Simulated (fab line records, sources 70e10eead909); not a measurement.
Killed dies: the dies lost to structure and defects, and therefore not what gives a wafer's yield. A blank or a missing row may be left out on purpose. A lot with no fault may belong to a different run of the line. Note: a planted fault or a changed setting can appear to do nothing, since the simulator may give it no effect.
Which of the tools did it? + flow nand harc + Sampling: 7 lots, 21 wafers, 5 of 1302 route steps

== WHAT THE GAUGES SHOWED, per wafer ==
NHARC_END_SORT_01.
| lot  | measured     | on        | killed at array |
|------|--------------|-----------|-----------------|
| L113 | day 28 19:38 | prober-02 | 60 57 72        |
| L116 | day 30 09:52 | prober-01 | 53 39 55        |

== WHICH TOOL RAN EACH LOT (tool, then ch and the chambers of the sampled wafers, then the start) ==
| lot  | NHARC_P_GATE_DEVELOP_45           | NHARC_THIN_TSV_DEP_47           | NHARC_THIN_TSV_ETCHBACK_48         | NHARC_THIN_TSV_PVD_51    |
|------|-----------------------------------|---------------------------------|------------------------------------|--------------------------|
| L106 | litho track-02 ch 0, day 6 16:00  | pecvd-02 ch 0,1, day 25 12:10   | rie diel-07 ch 1,2,3, day 25 12:34 | pvd sputter-02, no start |
| L107 | litho track-02 ch 0, day 7 17:00  | pecvd-04 ch 0,1,2, day 25 14:44 | rie diel-04 ch 1,2, day 25 15:09   | pvd sputter-03, no start |
| L110 | litho track-02 ch 0, day 8 16:00  | pecvd-03 ch 0,2, day 27 14:11   | rie diel-01 ch 0,2,3, day 27 14:46 | pvd sputter-03, no start |
| L113 | litho track-02 ch 0, day 9 16:00  | -                               | -                                  | -                        |
| L116 | litho track-02 ch 0, day 11 05:00 | -                               | -                                  | -                        |
| L124 | litho track-02 ch 0, day 14 06:00 | pecvd-03 ch 0,1,2, day 32 13:32 | rie diel-01 ch 0,2,3, day 32 13:58 | pvd sputter-02, no start |
| L126 | litho track-02 ch 0, day 15 06:00 | pecvd-04 ch 1,2, day 33 19:44   | rie diel-01 ch 1,2,3, day 33 20:05 | pvd sputter-01, no start |
- NHARC_P_GATE_DEVELOP_45: time 70 s.
- NHARC_THIN_TSV_DEP_47: deposits SiO2, target thk 200 nm.
- NHARC_THIN_TSV_ETCHBACK_48: etches the open film in C4F8/Ar, target depth 1028.5 nm, time 405.17 s.
- NHARC_THIN_TSV_PVD_51: deposits Cu, target thk 100 nm.

== THE ANSWER, worked out from the rows above alone ==
Rule: the usual values come from the lots themselves. Put in order of their means at a reading, lots are off if they are a third of the lots or fewer, leave a main group of 4 or more, and stand apart from it by a gap of 3 or more times the standard deviation of the main group's means; of several such gaps the widest counts. Not used: any main group whose means are identical at the precision the tables above print for the reading. A lot without any number at a reading at which 4 lots or more have one is off too. The other lots that the step has rows for count as sound.
None of the lots is off at any reading shown; this tells nothing.

== WHAT THE SIMULATOR PUT IN ==
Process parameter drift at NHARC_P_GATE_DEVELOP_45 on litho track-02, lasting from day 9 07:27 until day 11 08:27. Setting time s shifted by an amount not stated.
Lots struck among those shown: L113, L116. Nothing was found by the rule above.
